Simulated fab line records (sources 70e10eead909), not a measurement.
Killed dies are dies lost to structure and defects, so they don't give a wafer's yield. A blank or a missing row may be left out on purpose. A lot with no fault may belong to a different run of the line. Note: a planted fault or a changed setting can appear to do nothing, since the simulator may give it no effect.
Which of the tools did it?    flow nand-harc    12 lots, 36 wafers sampled, at 6 steps of a route of 1302

## WHAT THE GAUGES READ, wafer by wafer
NHARC_END_SORT_01. Usual: defect-limited-yield 91 %, standard deviation 3.1; killed-at-array 57, standard deviation 20; killed-at-other 1.0, standard deviation 1.5; killed-at-periphery 3.5, standard deviation 2.5; killed-dies 62, standard deviation 21; killed-open 3.5, standard deviation 1.9; killed-short 2.4, standard deviation 1.6.
lot   measured      on         defect-limited-yield (%)  killed-at-array  killed-at-other  killed-at-periphery  killed-dies  killed-open  killed-short  flag
L719  day 25 00:17  prober-01  96 96 98                  27 26 15         0 0 0            1 3 1                28 29 16     4 4 5        3 3 0         
L722  day 27 04:59  prober-02  88 91 88                  71 61 71         1 0 1            6 3 7                78 64 79     2 3 3        1 3 2         

## WHAT TOOL EACH LOT RAN ON (gives the tool, then ch and the chambers of the sampled wafers, and finally the start)
lot   NHARC_P_M2_ETCH_28                             NHARC_P_M2_PRE_CLEAN_30                  NHARC_P_M2_ECD_22               NHARC_P_M2_CMP_23              NHARC_P_M2_DEP_33
L717  rie-diel-11 ch 0,2,3, day 6 09:22 or earlier   pvd-sputter-02, day 6 09:22 or earlier   ecd-cu-01 ch 0,1, day 6 09:22   cmp-04 ch 0,1,2, day 6 09:59   pecvd-04 ch 0,2, day 6 10:55
L718  rie-diel-05 ch 0,2, day 7 01:53 or earlier     pvd-sputter-03, day 7 01:53 or earlier   ecd-cu-01 ch 0,1, day 7 01:53   cmp-03 ch 0,1, day 7 02:37     pecvd-01 ch 0,1,2, day 7 03:14
L719  rie-diel-05 ch 0,3, day 7 04:15 or earlier     pvd-sputter-01, day 7 04:15 or earlier   ecd-cu-01 ch 0,1, day 7 04:15   cmp-04 ch 1,2, day 7 04:58     pecvd-01 ch 0,2, day 7 05:41
L721  rie-diel-05 ch 1,2,3, day 8 01:26 or earlier   pvd-sputter-02, day 8 01:26 or earlier   ecd-cu-02 ch 0,1, day 8 01:26   cmp-02 ch 0,1, day 8 02:04     pecvd-01 ch 0,1,2, day 8 02:43
L722  rie-diel-03 ch 0,1,2, day 8 21:17 or earlier   pvd-sputter-03, day 8 21:17 or earlier   ecd-cu-01 ch 0,1, day 8 21:17   cmp-04 ch 0,1,3, day 8 22:00   pecvd-04 ch 0,1,2, day 8 22:53
L725  rie-diel-05 ch 1,2,3, day 9 18:02 or earlier   pvd-sputter-01, day 9 18:02 or earlier   ecd-cu-02 ch 0,1, day 9 18:02   cmp-02 ch 0,1,3, day 9 18:47   pecvd-01 ch 0,1,2, day 9 19:23
L726  rie-diel-05 ch 0,1,3, day 10 09:17 or earlier  pvd-sputter-01, day 10 09:17 or earlier  ecd-cu-01 ch 0,1, day 10 09:17  cmp-02 ch 2,3, day 10 09:58    pecvd-01 ch 0,2, day 10 10:38
L727  rie-diel-03 ch 0,2, day 10 19:26 or earlier    pvd-sputter-03, day 10 19:26 or earlier  ecd-cu-02 ch 0,1, day 10 19:26  cmp-03 ch 0,3, day 10 20:10    pecvd-01 ch 0,1, day 10 20:47
L728  rie-diel-03 ch 0,1,3, day 11 03:14 or earlier  pvd-sputter-02, day 11 03:14 or earlier  ecd-cu-01 ch 0,1, day 11 03:14  cmp-04 ch 0,1,2, day 11 03:58  pecvd-01 ch 1,2, day 11 04:35
L737  rie-diel-05 ch 0,2,3, day 14 13:29 or earlier  pvd-sputter-02, day 14 13:29 or earlier  ecd-cu-02 ch 0,1, day 14 13:29  cmp-04 ch 1,2, day 14 14:06    pecvd-01 ch 0,1, day 14 14:46
L738  rie-diel-11 ch 1,2, day 15 02:01 or earlier    pvd-sputter-02, day 15 02:01 or earlier  ecd-cu-02 ch 0,1, day 15 02:01  cmp-03 ch 1,2,3, day 15 02:45  pecvd-01 ch 0,1,2, day 15 03:21
L740  rie-diel-05 ch 1,2,3, day 15 18:20 or earlier  pvd-sputter-02, day 15 18:20 or earlier  ecd-cu-01 ch 0,1, day 15 18:20  cmp-02 ch 0,3, day 15 19:04    pecvd-03 ch 0,1, day 15 19:44
- NHARC_P_M2_ETCH_28: etches the open film in CF4/N2, target depth 30 nm, time 72.99 s.
- NHARC_P_M2_PRE_CLEAN_30: time 30 s.
- NHARC_P_M2_ECD_22: material Cu, target thk 400 nm.
- NHARC_P_M2_CMP_23: polishes, t overpolish 20 s, target thk 144.3 nm.
- NHARC_P_M2_DEP_33: deposits SiCN, target thk 30 nm.

## WHAT THE TOOLS THEMSELVES READ (means of the sampled wafers that have a number; where no wafer has one, the mark that the record gives instead)
NHARC_P_M2_ETCH_28. Usual: drypump-motor-current-A 5.7 A, standard deviation 0.37; oes-product-au 0.996 a.u., standard deviation 0.01; rf-vpp-V 314.8 V, standard deviation 1.9; showerhead-plenum-p-Torr 2.66 Torr, standard deviation 0.098; throttle-valve-pct 19.795 %, standard deviation 0.0094.
lot   tool         drypump-motor-current-A (A)  oes-product-au (a.u.)  rf-vpp-V (V)  showerhead-plenum-p-Torr (Torr)  throttle-valve-pct (%)  flag
L717  rie-diel-11  5.6                          1.006                  313.8         2.55                             19.791                  
L718  rie-diel-05  5.5                          0.997                  314.4         2.62                             19.785                  
L719  rie-diel-05  5.6                          0.994                  316.6         2.76                             19.790                  
L721  rie-diel-05  5.7                          0.990                  314.7         2.66                             19.791                  
L722  rie-diel-03  5.8                          0.995                  314.0         2.65                             19.801                  
L725  rie-diel-05  5.7                          0.998                  316.1         2.66                             19.797                  
L726  rie-diel-05  5.6                          0.994                  316.2         2.74                             19.801                  
L727  rie-diel-03  5.9                          0.995                  315.2         2.69                             19.791                  
L728  rie-diel-03  5.5                          1.002                  313.8         2.64                             19.801                  
L737  rie-diel-05  5.7                          0.992                  314.8         2.68                             19.796                  
L738  rie-diel-11  5.5                          1.008                  315.3         2.70                             19.786                  
L740  rie-diel-05  5.7                          0.990                  314.8         2.66                             19.792                  

NHARC_P_M2_PRE_CLEAN_30. Usual: heater-power-w 407 W, standard deviation 45.
lot   tool            heater-power-w (W)  flag
L717  pvd-sputter-02  399                 
L718  pvd-sputter-03  426                 
L719  pvd-sputter-01  440                 
L721  pvd-sputter-02  396                 
L722  pvd-sputter-03  415                 
L725  pvd-sputter-01  415                 
L726  pvd-sputter-01  394                 
L727  pvd-sputter-03  377                 
L728  pvd-sputter-02  374                 
L737  pvd-sputter-02  386                 
L738  pvd-sputter-02  405                 
L740  pvd-sputter-02  390                 

NHARC_P_M2_CMP_23. Usual: motor-current-A 12.2 A, standard deviation 1.3; slurry-filter-dp-kPa 13.49 kPa, standard deviation 0.13; slurry-flow-ml-min 150.0, standard deviation 0.44; time-to-endpoint-s 29 s, standard deviation 3.
lot   tool    motor-current-A (A)  slurry-filter-dp-kPa (kPa)  slurry-flow-ml-min  time-to-endpoint-s (s)  flag
L717  cmp-04  11.3                 13.44                       150.2               33                      
L718  cmp-03  12.3                 13.50                       150.7               27                      
L719  cmp-04  10.6                 13.61                       149.7               31                      
L721  cmp-02  12.6                 13.66                       150.4               30                      
L722  cmp-04  12.5                 13.55                       149.9               31                      
L725  cmp-02  13.1                 13.43                       149.6               30                      
L726  cmp-02  13.9                 13.47                       150.1               26                      
L727  cmp-03  12.5                 13.49                       150.0               28                      
L728  cmp-04  11.6                 13.43                       150.1               30                      
L737  cmp-04  10.8                 13.34                       149.6               33                      
L738  cmp-03  11.2                 13.55                       149.9               33                      
L740  cmp-02  14.1                 13.54                       150.1               28                      

NHARC_P_M2_DEP_33. Usual: heater-power-w 599 W, standard deviation 86.
lot   tool      heater-power-w (W)  flag
L717  pecvd-04  659                 
L718  pecvd-01  655                 
L719  pecvd-01  529                 
L721  pecvd-01  595                 
L722  pecvd-04  642                 
L725  pecvd-01  655                 
L726  pecvd-01  571                 
L727  pecvd-01  584                 
L728  pecvd-01  561                 
L737  pecvd-01  570                 
L738  pecvd-01  591                 
L740  pecvd-03  541                 

## THE ANSWER, worked out from the rows above alone
Rule: a lot counts as off when the mean over its wafers that have a number is more than 3 standard deviations away from the usual mean. A lot without any number at a reading at which 4 lots or more have one is off too. Any other lot the step has rows for is counted as sound. After the gauges, taken in route order, come the tools' own readings; for these a lot's mean is taken, as printed above. At the first step where some lot is off, the reading lying furthest off is the one used; lots without a number count as furthest.
None of the lots is off at any reading shown; this tells nothing.

## WHAT WAS PUT IN BY THE SIMULATOR
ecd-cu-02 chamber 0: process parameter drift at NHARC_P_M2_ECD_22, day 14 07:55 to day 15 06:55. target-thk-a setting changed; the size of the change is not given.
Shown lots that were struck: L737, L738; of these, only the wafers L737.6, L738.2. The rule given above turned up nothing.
